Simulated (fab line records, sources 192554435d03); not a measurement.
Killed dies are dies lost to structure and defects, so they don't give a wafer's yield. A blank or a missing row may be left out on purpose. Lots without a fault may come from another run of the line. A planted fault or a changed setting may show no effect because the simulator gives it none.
fab line records | flow n5_finfet
record lots=5 wafers=15 last_day=16
route steps=1938 shown BEOL_M5@1138
lots that met no fault: from a run of the same line without faults
start_h: hours from the record's first day to the start of the lot's first wafer shown | wait_h: hours since the lot's step before | " the same as in the row above | L1.1+2: a row that stands for several wafers | - no value, or no start given | * or withheld: withheld | < > ~ a bound
route shown NAME@n: a module of which the file shows steps, and the number in the route of the first | usual: mean/standard deviation of fault-free wafers | same: alike in all rows | chamber/n: place in a boat | sites: the reading at each site | _std_site: their standard deviation | _edge_site: outer sites' mean less inner sites' | radius_mm: how far each site lies from the wafer's centre | mask NAME#n: copy n | behind: the tool/chamber that last shaped the wafer | hold: why the lot was held/for how many hours/how that ended | device: the transistor (n, p or np) that didn't switch | end of line: the same wafers' tests at the end of the route | a step without rows: its recipe alone | killed: dies lost to structure and defects at the first sort, not the wafer's yield | map: a wafer's dies, x killed, . not, _ none there
set.NAME: the setting as run; set.NAME@STEP: as run at that earlier step | model.NAME: the simulator's own value behind a step, which no gauge read
lots at some steps of the route; a table a step, a row a wafer
services: from which hour (start_h, from the record's first day; less than 0 if before it) a tool's chamber was out of use, for how many hours, and why
## steps
# step N5_BEOL_M5_CD_MEAS_18
# recipe pitch_nm=56 target_cd_nm=28
# usual cd_nm=28.0/0.45
# columns lot.wafer tool chamber start_h wait_h cd_nm
L076.1 cd_sem-01 - 198.92 0.0 28.0
L076.3 " - " " 29.0
L076.4 " - " " 27.3
L081.2 cd_sem-02 - 222.54 0.1 28.8
L081.3 " - " " 28.4
L081.4 " - " " 28.2
L082.2 cd_sem-01 - 227.86 0.1 27.8
L082.3 " - " " 27.5
L082.4 " - " " 27.7
L084.4 cd_sem-01 - 245.49 0.1 28.1
L084.5 " - " " 28.0
L084.6 " - " " 27.9
L091.2 cd_sem-03 - 293.00 0.1 28.2
L091.4 " - " " 27.4
L091.5 " - " " 27.5
# step N5_BEOL_M5_COAT_65
# recipe resist=SOC temp_c=250 time_s=60 spin_rpm=1500 resist_thk_nm=60
# usual exhaust_pa=45.1/0.83 heater_power_total_W=500.3/1.9
# columns lot.wafer tool chamber start_h wait_h exhaust_pa heater_power_total_W
L076.1 litho_track-05 0 199.29 0.4 45.8 503.3
L076.3 " 0 " " 44.4 500.3
L076.4 " 0 " " 45.5 502.5
L081.2 litho_track-05 0 223.83 1.3 45.8 498.7
L081.3 " 0 " " 45.5 501.9
L081.4 " 0 " " 45.3 499.5
L082.2 litho_track-01 0 228.95 1.1 44.9 499.1
L082.3 " 0 " " 46.0 501.4
L082.4 " 0 " " 45.7 502.5
L084.4 litho_track-05 0 247.83 2.3 46.3 500.6
L084.5 " 0 " " 45.4 502.3
L084.6 " 0 " " 44.9 503.0
L091.2 litho_track-05 0 295.09 2.1 43.7 500.1
L091.4 " 0 " " 46.4 497.3
L091.5 " 0 " " 45.8 500.2
# step N5_BEOL_M5_COAT_66
# recipe resist=SiARC temp_c=220 time_s=60 spin_rpm=1500 resist_thk_nm=12
# usual exhaust_pa=45.0/0.88 heater_power_total_W=427.6/2
# columns lot.wafer tool chamber start_h wait_h exhaust_pa heater_power_total_W
L076.1 litho_track-05 0 - - 44.9 429.5
L076.3 " 0 " " 44.8 428.2
L076.4 " 0 " " 45.9 425.9
L081.2 litho_track-05 0 - - 46.2 426.4
L081.3 " 0 " " 45.5 428.9
L081.4 " 0 " " 45.4 430.2
L082.2 litho_track-01 0 - - 46.1 429.7
L082.3 " 0 " " 45.1 428.9
L082.4 " 0 " " 45.8 427.1
L084.4 litho_track-05 0 - - 46.4 424.4
L084.5 " 0 " " 45.6 430.2
L084.6 " 0 " " 46.1 428.3
L091.2 litho_track-05 0 - - 44.9 429.8
L091.4 " 0 " " 44.6 429.5
L091.5 " 0 " " 46.0 424.9
# step N5_BEOL_M5_COAT_74
# recipe resist=underlayer temp_c=205 time_s=60 spin_rpm=1500 resist_thk_nm=5
# usual exhaust_pa=45.0/0.87 heater_power_total_W=391.5/1.3
# columns lot.wafer tool chamber start_h wait_h exhaust_pa heater_power_total_W
L076.1 litho_track-05 0 - - 44.7 392.0
L076.3 " 0 " " 44.0 389.8
L076.4 " 0 " " 45.3 390.9
L081.2 litho_track-05 0 - - 46.8 392.7
L081.3 " 0 " " 45.1 390.0
L081.4 " 0 " " 45.3 390.6
L082.2 litho_track-01 0 - - 43.1 390.1
L082.3 " 0 " " 44.6 393.2
L082.4 " 0 " " 43.4 392.5
L084.4 litho_track-05 0 - - 44.8 389.6
L084.5 " 0 " " 45.0 391.2
L084.6 " 0 " " 43.3 393.1
L091.2 litho_track-05 0 - - 44.9 390.1
L091.4 " 0 " " 45.5 392.6
L091.5 " 0 " " 44.8 389.6
# step N5_BEOL_M5_COAT_22
# recipe resist=CAR-EUV spin_rpm=1500 resist_thk_nm=30
# usual exhaust_pa=44.7/0.93
# columns lot.wafer tool chamber start_h wait_h exhaust_pa
L076.1 litho_track-05 0 - - 43.8
L076.3 " 0 " " 43.3
L076.4 " 0 " " 44.0
L081.2 litho_track-05 0 - - 45.1
L081.3 " 0 " " 45.6
L081.4 " 0 " " 45.9
L082.2 litho_track-01 0 - - 44.9
L082.3 " 0 " " 45.9
L082.4 " 0 " " 45.6
L084.4 litho_track-05 0 - - 45.6
L084.5 " 0 " " 46.0
L084.6 " 0 " " 45.0
L091.2 litho_track-05 0 - - 44.3
L091.4 " 0 " " 44.3
L091.5 " 0 " " 44.6
# step N5_BEOL_M5_EBR_24
# recipe solvent=PGMEA ebr_width_mm=1.5
# usual exhaust_pa=45.1/0.87
# columns lot.wafer tool chamber start_h wait_h exhaust_pa
L076.1 litho_track-05 0 - - 45.0
L076.3 " 0 " " 44.1
L076.4 " 0 " " 43.7
L081.2 litho_track-05 0 - - 45.9
L081.3 " 0 " " 45.8
L081.4 " 0 " " 43.4
L082.2 litho_track-01 0 - - 45.7
L082.3 " 0 " " 44.3
L082.4 " 0 " " 45.4
L084.4 litho_track-05 0 - - 43.8
L084.5 " 0 " " 42.6
L084.6 " 0 " " 44.4
L091.2 litho_track-05 0 - - 45.6
L091.4 " 0 " " 45.7
L091.5 " 0 " " 44.4
# step N5_BEOL_M5_SOFTBAKE_23
# recipe temp_c=110 time_s=60 resist=CAR-EUV
# usual exhaust_pa=45.0/0.88 heater_power_total_W=175.2/1.7
# columns lot.wafer tool chamber start_h wait_h exhaust_pa heater_power_total_W
L076.1 litho_track-05 0 - - 46.4 175.0
L076.3 " 0 " " 44.6 173.5
L076.4 " 0 " " 46.6 175.2
L081.2 litho_track-05 0 - - 44.4 173.0
L081.3 " 0 " " 44.6 177.1
L081.4 " 0 " " 44.6 174.1
L082.2 litho_track-01 0 - - 44.6 173.1
L082.3 " 0 " " 45.8 173.0
L082.4 " 0 " " 46.0 177.2
L084.4 litho_track-05 0 - - 43.9 174.0
L084.5 " 0 " " 45.1 175.5
L084.6 " 0 " " 45.3 176.8
L091.2 litho_track-05 0 - - 45.8 176.6
L091.4 " 0 " " 45.5 173.0
L091.5 " 0 " " 46.6 172.9
# step N5_BEOL_M5_EXPOSE_25
# recipe mask_id=V4 na=0.33 source_shape=quasar sigma_inner=0.2 sigma_outer=0.6 polarization=unpolarized defocus_nm=10 dose_mj=52.75
# columns lot.wafer tool chamber start_h wait_h mask
L076.1+3+4 euv_scanner-01 0 199.55 - V4#0
L081.2+3+4 euv_scanner-01 0 224.01 - V4#0
L082.2+3+4 euv_scanner-01 0 229.09 - V4#0
L084.4+5+6 euv_scanner-01 0 248.12 - V4#0
L091.2+4+5 euv_scanner-02 0 295.36 - V4#0
# step N5_BEOL_M5_PEB_26
# recipe peb_temp_c=100 peb_time_s=60 resist=CAR-EUV
# usual exhaust_pa=45.2/0.86 heater_power_total_W=154.2/1.1
# same peb_time_s=60
# columns lot.wafer tool chamber start_h wait_h exhaust_pa heater_power_total_W
L076.1 litho_track-05 0 199.62 0.1 44.5 155.6
L076.3 " 0 " " 44.0 153.0
L076.4 " 0 " " 44.8 155.4
L081.2 litho_track-01 0 224.08 0.1 45.7 154.5
L081.3 " 0 " " 45.9 155.5
L081.4 " 0 " " 44.9 154.8
L082.2 litho_track-02 0 229.16 0.1 44.7 153.0
L082.3 " 0 " " 44.9 155.7
L082.4 " 0 " " 44.3 153.8
L084.4 litho_track-05 0 248.17 0.0 46.1 152.4
L084.5 " 0 " " 44.4 152.7
L084.6 " 0 " " 45.7 155.2
L091.2 litho_track-02 0 295.42 0.1 45.5 155.4
L091.4 " 0 " " 47.3 155.4
L091.5 " 0 " " 45.0 153.9
# step N5_BEOL_M5_DEVELOP_27
# recipe develop_time_s=30 developer=TMAH resist=CAR-EUV rinse_liquid=surfactant_rinse dry=air_spin dev_temp_c=23
# usual exhaust_pa=45.1/0.97
# columns lot.wafer tool chamber start_h wait_h exhaust_pa
L076.1 litho_track-05 0 - - 43.0
L076.3 " 0 " " 45.0
L076.4 " 0 " " 42.8
L081.2 litho_track-01 0 - - 43.9
L081.3 " 0 " " 45.4
L081.4 " 0 " " 44.6
L082.2 litho_track-02 0 - - 45.7
L082.3 " 0 " " 43.3
L082.4 " 0 " " 44.8
L084.4 litho_track-05 0 - - 46.6
L084.5 " 0 " " 45.2
L084.6 " 0 " " 45.7
L091.2 litho_track-02 0 - - 45.6
L091.4 " 0 " " 45.3
L091.5 " 0 " " 44.3
# step N5_BEOL_M5_CD_MEAS_28
# recipe target_cd_nm=30.6 landing_energy_ev=500 detector=se_inlens target_cd_y_nm=20 polarity=opening
# usual cd_nm=30.49/0.26
# same landing_energy_ev=500
# columns lot.wafer tool chamber start_h wait_h cd_nm
L076.1 cd_sem-02 0 199.69 - 30.54
L076.3 " 0 " " 30.26
L076.4 " 0 " " 30.36
L081.2 cd_sem-03 0 224.14 - 30.59
L081.3 " 0 " " 31.03
L081.4 " 0 " " 30.82
L082.2 cd_sem-01 0 229.22 - 30.26
L082.3 " 0 " " 30.29
L082.4 " 0 " " 30.82
L084.4 cd_sem-02 0 248.24 - 30.81
L084.5 " 0 " " 31.07
L084.6 " 0 " " 30.51
L091.2 cd_sem-03 0 295.49 - 30.77
L091.4 " 0 " " 30.56
L091.5 " 0 " " 30.50
# step N5_BEOL_M5_OVL_MEAS_29
# recipe points_per_wafer=522
# usual V4_OVL=0.3/0.75
# columns lot.wafer tool chamber start_h wait_h V4_OVL[nm]
L076.1 overlay-02 0 199.72 0.0 1.6
L076.3 " 0 " " 1.2
L076.4 " 0 " " 0.5
L081.2 overlay-01 0 224.18 0.0 0.5
L081.3 " 0 " " 0.7
L081.4 " 0 " " 0.2
L082.2 overlay-02 0 229.26 0.0 0.0
L082.3 " 0 " " -0.5
L082.4 " 0 " " -0.1
L084.4 overlay-01 0 248.29 0.1 -0.3
L084.5 " 0 " " 0.4
L084.6 " 0 " " 0.0
L091.2 overlay-01 0 295.52 0.0 -0.1
L091.4 " 0 " " -0.7
L091.5 " 0 " " -0.3
# step N5_BEOL_M5_INSPECT_30
# recipe mode=adi inspect_instrument=brightfield
# usual raw_defect_count=384/110
# columns lot.wafer tool chamber start_h wait_h raw_defect_count
L076.1 defect_inspect-02 - 199.78 0.1 680
L076.3 " - " " 458
L076.4 " - " " 814
L081.2 defect_inspect-02 - 224.23 0.0 400
L081.3 " - " " 542
L081.4 " - " " 336
L082.2 defect_inspect-01 - 229.31 0.0 284
L082.3 " - " " 397
L082.4 " - " " 308
L084.4 defect_inspect-02 - 248.34 0.0 373
L084.5 " - " " 320
L084.6 " - " " 381
L091.2 defect_inspect-02 - 295.58 0.0 398
L091.4 " - " " 350
L091.5 " - " " 481
# step N5_BEOL_M5_DESCUM_33
# recipe chemistry=O2 time_s=7 source_power_w=50 bias_power_w=20 pressure_mtorr=20 rf_frequency_hz=2.712e+07 temp_c=40 resist=CAR-EUV o2_flow_sccm=225
# usual chamber_pressure_mTorr=19.996/0.018 drypump_motor_current_A=5.7/0.4 oes_product_au=0.76/0.077 rf_vpp_V=242.8/1.4 showerhead_plenum_p_Torr=2.07/0.073 throttle_valve_pct=20.55/0.3
# columns lot.wafer tool chamber start_h wait_h chamber_pressure_mTorr drypump_motor_current_A oes_product_au rf_hours_counter_h rf_vpp_V showerhead_plenum_p_Torr throttle_valve_pct
L076.1 rie_diel-03 2 199.81 0.0 20.005 5.8 1.00 2 243.7 2.06 20.58
L076.3 " 0 " " 20.028 5.3 0.73 194 243.1 2.19 20.83
L076.4 " 3 " " 19.979 5.2 0.75 153 241.5 2.00 20.54
L081.2 rie_diel-03 2 225.13 0.9 20.007 5.9 0.97 10 241.1 2.06 20.63
L081.3 " 1 " " 19.988 5.1 0.67 242 242.4 2.05 20.80
L081.4 " 3 " " 20.001 5.2 0.74 162 242.9 1.99 20.55
L082.2 rie_diel-01 1 230.45 1.1 20.003 5.3 0.75 169 242.2 1.97 20.45
L082.3 " 2 " " 19.959 6.1 0.74 172 244.8 2.17 20.17
L082.4 " 0 " " 20.004 6.4 0.72 189 243.2 2.09 20.38
L084.4 rie_diel-02 2 248.37 0.0 19.998 5.9 0.75 161 242.8 2.08 20.40
L084.5 " 1 " " 19.979 5.6 0.76 - 241.5 2.00 20.75
L084.6 " 2 " " 20.006 5.9 0.75 - 243.2 2.08 20.43
L091.2 rie_diel-02 1 296.06 0.5 19.997 5.6 0.74 178 241.6 2.00 20.77
L091.4 " 2 " " 20.009 5.9 0.74 177 243.3 2.08 20.46
L091.5 " 3 " " 19.982 5.3 0.80 - 243.7 2.12 20.41
# step N5_BEOL_M5_ETCH_75
# recipe chemistry=N2/H2 target=underlayer target_depth_a=65 mask_material=CAR-EUV time_s=5.2 ion_energy_ev=200 pressure_mtorr=30 source_w=840 bias_w=150 n2_flow_sccm=200 h2_flow_sccm=200 ends=cleared
# usual bias_w=150.0/0.43 chamber_pressure_mTorr=29.99/0.039 drypump_motor_current_A=5.7/0.4 etch_rf_on_time_s=5.23/0.19 oes_product_au=0.65/0.064 rf_vpp_V=523.2/2.6 showerhead_plenum_p_Torr=2.51/0.086 throttle_valve_pct=18.0/0.3
# columns lot.wafer tool chamber start_h wait_h bias_w chamber_pressure_mTorr drypump_motor_current_A etch_rf_on_time_s oes_product_au rf_hours_counter_h rf_vpp_V showerhead_plenum_p_Torr throttle_valve_pct
L076.1 rie_diel-03 2 199.85 0.0 150.3 30.00 5.9 5.01 0.88 2 523.0 2.48 18.0
L076.3 " 0 " " 149.7 30.04 5.3 5.39 0.63 194 528.4 2.65 18.2
L076.4 " 3 " " 150.2 29.98 5.2 5.57 0.61 153 520.3 2.43 17.9
L081.2 rie_diel-03 2 225.16 0.0 150.3 30.03 5.9 4.95 0.84 10 522.5 2.48 18.0
L081.3 " 1 " " 150.7 29.98 5.1 5.24 0.57 242 521.4 2.51 18.4
L081.4 " 3 " " 150.1 30.00 5.2 5.55 0.61 162 519.7 2.42 17.9
L082.2 rie_diel-01 1 230.48 0.0 149.2 30.03 5.3 5.16 0.63 169 520.1 2.43 18.1
L082.3 " 2 " " 149.5 29.98 6.1 5.24 0.62 172 525.8 2.64 17.7
L082.4 " 0 " " 149.7 29.93 6.4 5.09 0.64 189 519.6 2.51 17.6
L084.4 rie_diel-02 2 248.40 0.0 150.2 30.01 5.9 5.50 0.60 161 524.9 2.53 17.9
L084.5 " 1 " " 149.8 29.97 5.6 5.24 0.64 - 520.4 2.43 18.1
L084.6 " 2 " " 149.9 29.94 5.8 5.45 0.61 - 524.5 2.53 17.9
L091.2 rie_diel-02 1 296.09 0.0 149.7 29.98 5.6 5.38 0.63 178 519.3 2.42 18.1
L091.4 " 2 " " 150.2 29.99 5.8 5.55 0.60 177 524.6 2.53 18.0
L091.5 " 3 " " 149.9 29.98 5.4 5.25 0.68 - 524.2 2.54 17.6
# step N5_BEOL_M5_ETCH_67
# recipe chemistry=CF4 target=SiARC target_depth_a=156 mask_material=CAR-EUV time_s=26 ion_energy_ev=80 pressure_mtorr=40 source_w=545 bias_w=36 Ar_flow_sccm=100 cf4_flow_sccm=100 ends=cleared
# usual bias_w=35.99/0.11 chamber_pressure_mTorr=40.00/0.039 drypump_motor_current_A=5.7/0.4 etch_rf_on_time_s=26.1/0.82 oes_product_au=0.65/0.066 rf_vpp_V=183.9/1.2 showerhead_plenum_p_Torr=2.12/0.068 throttle_valve_pct=15.73/0.27
# columns lot.wafer tool chamber start_h wait_h bias_w chamber_pressure_mTorr drypump_motor_current_A etch_rf_on_time_s oes_product_au rf_hours_counter_h rf_vpp_V showerhead_plenum_p_Torr throttle_valve_pct
L076.1 rie_diel-03 2 199.87 0.0 35.85 39.96 5.8 24.9 0.86 2 184.9 2.10 15.67
L076.3 " 0 " " 36.05 40.06 5.4 26.1 0.63 194 184.7 2.22 16.04
L076.4 " 3 " " 36.06 40.01 5.2 27.3 0.63 153 183.8 2.06 15.81
L081.2 rie_diel-03 2 225.18 0.0 35.92 40.00 5.8 24.6 0.85 10 182.4 2.10 15.68
L081.3 " 1 " " 36.08 40.00 5.1 26.3 0.57 242 184.1 2.12 16.13
L081.4 " 3 " " 35.77 40.00 5.2 27.2 0.63 162 182.8 2.06 15.83
L082.2 rie_diel-01 1 230.50 0.0 35.97 39.95 5.3 26.4 0.63 169 182.4 2.04 15.76
L082.3 " 2 " " 36.00 39.98 6.1 26.2 0.62 172 182.8 2.21 15.44
L082.4 " 0 " " 35.83 39.95 6.4 25.9 0.63 189 184.3 2.11 15.42
L084.4 rie_diel-02 2 248.42 0.0 35.83 40.00 5.9 27.5 0.62 161 184.6 2.14 15.73
L084.5 " 1 " " 35.94 40.04 5.6 26.3 0.65 - 183.1 2.04 15.86
L084.6 " 2 " " 35.92 39.99 5.9 27.6 0.61 - 184.3 2.14 15.75
L091.2 rie_diel-02 1 296.11 0.0 36.13 39.97 5.6 26.7 0.63 178 183.5 2.04 15.87
L091.4 " 2 " " 35.91 40.05 5.9 27.4 0.60 177 185.5 2.13 15.77
L091.5 " 3 " " 36.21 40.05 5.3 25.9 0.68 - 183.3 2.17 15.57
# step N5_BEOL_M5_ETCH_68
# recipe chemistry=N2/H2 target=SOC target_depth_a=800 overetch_a=160 mask_material=SiARC temp_c=40 time_s=120 ion_energy_ev=200 pressure_mtorr=30 source_w=840 bias_w=150 n2_flow_sccm=200 h2_flow_sccm=200
# usual bias_w=149.9/0.41 chamber_pressure_mTorr=30.001/0.026 drypump_motor_current_A=5.7/0.4 oes_product_au=0.58/0.055 rf_vpp_V=523.1/2.4 showerhead_plenum_p_Torr=2.51/0.086 throttle_valve_pct=17.9/0.3
# columns lot.wafer tool chamber start_h wait_h bias_w chamber_pressure_mTorr drypump_motor_current_A oes_product_au rf_hours_counter_h rf_vpp_V showerhead_plenum_p_Torr throttle_valve_pct
L076.1 rie_diel-03 2 199.89 0.0 150.2 29.994 5.8 0.76 2 521.6 2.48 17.9
L076.3 " 0 " " 149.4 29.991 5.4 0.56 194 525.8 2.65 18.2
L076.4 " 3 " " 150.2 30.019 5.2 0.59 154 518.9 2.43 17.9
L081.2 rie_diel-03 2 225.21 0.0 149.7 29.975 5.9 0.73 10 523.6 2.48 17.9
L081.3 " 1 " " 149.4 29.960 5.1 0.51 242 522.4 2.51 18.4
L081.4 " 3 " " 150.0 29.999 5.2 0.57 162 520.9 2.42 17.9
L082.2 rie_diel-01 1 230.53 0.0 149.8 29.962 5.3 0.58 169 520.2 2.43 18.1
L082.3 " 2 " " 150.6 29.974 6.1 0.57 172 527.6 2.64 17.6
L082.4 " 0 " " 149.3 29.946 6.4 0.57 189 525.0 2.51 17.6
L084.4 rie_diel-02 2 248.45 0.0 150.2 30.013 5.9 0.57 161 524.6 2.53 17.9
L084.5 " 1 " " 149.9 30.016 5.6 0.58 - 520.2 2.43 18.1
L084.6 " 2 " " 150.6 30.019 5.9 0.57 - 523.7 2.53 17.9
L091.2 rie_diel-02 1 296.14 0.0 150.2 29.947 5.6 0.57 178 520.7 2.42 18.1
L091.4 " 2 " " 150.2 30.000 5.9 0.56 177 522.5 2.53 17.9
L091.5 " 3 " " 149.5 30.021 5.4 0.60 - 524.9 2.54 17.5
# step N5_BEOL_M5_STRIP_69
# recipe chemistry=N2/H2 temp_c=40 n2_flow_sccm=200 h2_flow_sccm=200 rf_frequency_hz=6e+07
# columns lot.wafer tool chamber start_h wait_h
L076.1+3+4 rie_diel-03 2,0,3 199.98 0.0
L081.2+3+4 rie_diel-03 2,1,3 225.29 0.0
L082.2+3+4 rie_diel-01 1,2,0 230.61 0.0
L084.4+5+6 rie_diel-02 2,1,2 248.53 0.0
L091.2+4+5 rie_diel-02 1,2,3 296.22 0.0
# step N5_BEOL_M5_STRIP_76
# recipe chemistry=N2/H2 temp_c=40 n2_flow_sccm=200 h2_flow_sccm=200 rf_frequency_hz=6e+07
# columns lot.wafer tool chamber start_h wait_h
L076.1+3+4 rie_diel-03 2,0,3 199.99 0.0
L081.2+3+4 rie_diel-03 2,1,3 225.30 0.0
L082.2+3+4 rie_diel-01 1,2,0 230.62 0.0
L084.4+5+6 rie_diel-02 2,1,2 248.54 0.0
L091.2+4+5 rie_diel-02 1,2,3 296.23 0.0
# step N5_BEOL_M5_VIA_ETCH_34
# recipe chemistry=C4F6/O2 target=SiCOH_lowk target_depth_a=883 mask_material=SOC taper_deg=4 time_s=39.2 ion_energy_ev=250 pressure_mtorr=30 source_w=345 bias_w=185 Ar_flow_sccm=300 C4F6_flow_sccm=10 O2_flow_sccm=10
# usual O2_flow_sccm=10.001/0.028 bias_w=185.0/0.57 chamber_pressure_mTorr=29.998/0.028 drypump_motor_current_A=5.7/0.4 oes_f_703_au=0.76/0.07 oes_o_777_au=0.77/0.075 oes_product_au=0.76/0.079 rf_vpp_V=665/16 showerhead_plenum_p_Torr=2.81/0.088 throttle_valve_pct=20.94/0.29
# columns lot.wafer tool chamber start_h wait_h O2_flow_sccm bias_w chamber_pressure_mTorr drypump_motor_current_A oes_f_703_au oes_o_777_au oes_product_au rf_hours_counter_h rf_vpp_V showerhead_plenum_p_Torr throttle_valve_pct
L076.1 rie_diel-03 2 200.00 0.0 9.990 185.3 29.952 5.9 1.02 1.04 1.02 2 651 2.75 20.78
L076.3 " 0 " " 10.045 185.7 30.022 5.4 0.73 0.76 0.72 194 675 2.93 21.10
L076.4 " 3 " " 10.000 184.5 30.014 5.2 0.73 0.73 0.73 154 638 2.73 21.05
L081.2 rie_diel-03 2 225.31 0.0 9.990 184.9 29.978 5.9 0.99 1.00 0.98 10 650 2.75 20.79
L081.3 " 1 " " 10.032 184.3 30.060 5.1 0.65 0.65 0.66 242 655 2.81 21.35
L081.4 " 3 " " 10.065 184.3 30.010 5.2 0.73 0.72 0.73 162 639 2.73 21.07
L082.2 rie_diel-01 1 230.63 0.0 9.999 184.1 30.020 5.3 0.72 0.70 0.74 169 693 2.70 20.97
L082.3 " 2 " " 10.017 186.0 30.005 6.2 0.74 0.75 0.73 172 666 2.93 20.53
L082.4 " 0 " " 10.026 185.1 29.980 6.4 0.76 0.78 0.74 189 683 2.81 20.60
L084.4 rie_diel-02 2 248.55 0.0 9.986 185.6 30.059 5.9 0.70 0.70 0.73 161 663 2.85 21.00
L084.5 " 1 " " 9.969 185.7 29.981 5.6 0.78 0.76 0.75 - 650 2.74 21.23
L084.6 " 2 " " 9.986 185.7 29.983 5.9 0.70 0.70 0.72 - 661 2.85 21.00
L091.2 rie_diel-02 1 296.24 0.0 10.005 185.1 30.023 5.6 0.76 0.75 0.74 178 654 2.73 21.25
L091.4 " 2 " " 9.994 185.4 30.008 5.9 0.70 0.69 0.72 177 661 2.85 21.03
L091.5 " 3 " " 9.993 184.5 29.984 5.4 0.79 0.81 0.80 - 674 2.87 20.75
# step N5_BEOL_M5_STRIP_85
# recipe chemistry=C4F6/O2 resist=SiARC rf_frequency_hz=6e+07
# columns lot.wafer tool chamber start_h wait_h
L076.1+3+4 rie_diel-03 2,0,3 200.03 0.0
L081.2+3+4 rie_diel-03 2,1,3 225.34 0.0
L082.2+3+4 rie_diel-01 1,2,0 230.66 0.0
L084.4+5+6 rie_diel-02 2,1,2 248.58 0.0
L091.2+4+5 rie_diel-02 1,2,3 296.28 0.0
# step N5_BEOL_M5_STRIP_36
# recipe chemistry=N2/H2 power_w=450 temp_c=40 pressure_mtorr=20 rf_frequency_hz=6e+07 overash_fraction=0.3 bias_power_w=7 h2_frac=0.5 n2_flow_sccm=200 h2_flow_sccm=200
# usual chamber_pressure_mTorr=19.998/0.03 drypump_motor_current_A=5.7/0.41 oes_product_au=0.76/0.076 rf_vpp_V=59.2/1.4 showerhead_plenum_p_Torr=2.51/0.086 throttle_valve_pct=23.7/0.39
# columns lot.wafer tool chamber start_h wait_h chamber_pressure_mTorr drypump_motor_current_A oes_product_au rf_hours_counter_h rf_vpp_V showerhead_plenum_p_Torr throttle_valve_pct
L076.1 rie_diel-03 2 200.04 0.0 19.977 5.8 1.01 2 59.3 2.48 23.9
L076.3 " 0 " " 20.051 5.4 0.72 194 58.5 2.65 24.0
L076.4 " 3 " " 19.989 5.2 0.76 154 60.1 2.42 23.7
L081.2 rie_diel-03 2 225.35 0.0 20.003 5.8 0.97 10 60.2 2.47 23.9
L081.3 " 1 " " 19.999 5.1 0.68 242 58.0 2.51 24.3
L081.4 " 3 " " 19.983 5.2 0.74 162 57.9 2.42 23.7
L082.2 rie_diel-01 1 230.67 0.0 19.986 5.3 0.74 169 57.4 2.43 24.1
L082.3 " 2 " " 19.974 6.1 0.73 172 59.2 2.64 23.3
L082.4 " 0 " " 20.047 6.4 0.72 189 60.9 2.51 23.3
L084.4 rie_diel-02 2 248.59 0.0 20.009 5.9 0.75 161 60.6 2.53 23.5
L084.5 " 1 " " 19.987 5.6 0.75 - 60.7 2.42 23.8
L084.6 " 2 " " 19.960 5.9 0.75 - 59.2 2.53 23.5
L091.2 rie_diel-02 1 296.29 0.0 19.959 5.6 0.72 178 58.0 2.42 23.9
L091.4 " 2 " " 20.001 5.9 0.74 177 60.2 2.52 23.5
L091.5 " 3 " " 19.966 5.3 0.79 - 60.3 2.54 23.2
# step N5_BEOL_M5_TRENCH_ETCH_37
# recipe chemistry=C4F6/O2 target_depth_a=716.52 target=SiCOH_lowk time_s=24.7 ion_energy_ev=250 pressure_mtorr=30 source_w=345 bias_w=185 Ar_flow_sccm=300 C4F6_flow_sccm=10 O2_flow_sccm=10
# usual O2_flow_sccm=9.998/0.028 bias_w=184.9/0.52 chamber_pressure_mTorr=30.003/0.028 drypump_motor_current_A=5.7/0.4 oes_f_703_au=0.77/0.07 oes_o_777_au=0.77/0.075 oes_product_au=0.76/0.078 rf_vpp_V=665/16 showerhead_plenum_p_Torr=2.81/0.088 throttle_valve_pct=20.98/0.29
# columns lot.wafer tool chamber start_h wait_h O2_flow_sccm bias_w chamber_pressure_mTorr drypump_motor_current_A oes_f_703_au oes_o_777_au oes_product_au rf_hours_counter_h rf_vpp_V showerhead_plenum_p_Torr throttle_valve_pct
L076.1 rie_diel-03 2 - - 9.972 185.1 30.011 5.9 1.02 1.04 1.01 2 649 2.75 20.82
L076.3 " 0 " " 10.009 185.0 29.948 5.4 0.74 0.76 0.73 194 676 2.93 21.16
L076.4 " 3 " " 10.005 185.7 30.042 5.2 0.73 0.73 0.74 154 638 2.73 21.08
L081.2 rie_diel-03 2 - - 9.970 185.1 30.004 5.9 0.99 0.99 0.97 10 650 2.75 20.83
L081.3 " 1 " " 10.037 185.9 30.038 5.1 0.66 0.65 0.66 242 655 2.80 21.39
L081.4 " 3 " " 10.033 185.2 29.997 5.2 0.73 0.72 0.74 162 636 2.73 21.10
L082.2 rie_diel-01 1 - - 9.988 184.6 29.969 5.3 0.72 0.70 0.74 169 692 2.70 21.01
L082.3 " 2 " " 9.980 184.0 29.965 6.1 0.74 0.75 0.73 172 666 2.93 20.57
L082.4 " 0 " " 10.029 184.3 29.981 6.4 0.76 0.78 0.73 189 685 2.81 20.66
L084.4 rie_diel-02 2 - - 9.974 185.2 29.989 5.9 0.70 0.70 0.72 161 662 2.85 21.03
L084.5 " 1 " " 10.042 184.8 29.950 5.6 0.77 0.76 0.75 - 651 2.74 21.27
L084.6 " 2 " " 10.054 185.6 30.035 5.9 0.70 0.70 0.73 - 663 2.85 21.04
L091.2 rie_diel-02 1 - - 9.968 184.4 29.981 5.6 0.76 0.75 0.73 178 652 2.73 21.28
L091.4 " 2 " " 10.016 185.3 30.020 5.9 0.69 0.69 0.72 177 662 2.84 21.07
L091.5 " 3 " " 10.031 185.2 30.006 5.3 0.79 0.81 0.80 - 675 2.87 20.79
## services
# columns tool chamber start_h hours kind
rie_diel-01 1 197.73 6.1 repair
euv_scanner-02 0 203.20 - calibration
euv_scanner-01 - 208.98 1.0 pm
rie_diel-01 1 210.44 1.8 repair
euv_scanner-02 - 211.96 1.0 pm
rie_diel-02 - 212.13 28.1 pm
euv_scanner-01 - 212.97 4.6 pm
euv_scanner-02 - 227.91 5.8 pm
rie_diel-03 1 245.77 - clean
rie_diel-03 1 245.77 - consumable_replace:focus_ring
rie_diel-03 1 245.77 18.5 scheduled_down
rie_diel-03 1 245.77 18.5 vent_cycle
euv_scanner-01 - 265.13 1.0 pm
euv_scanner-02 - 268.14 1.0 pm
euv_scanner-02 - 273.51 4.6 pm
rie_diel-02 1 285.26 2.9 repair
## key
fault none
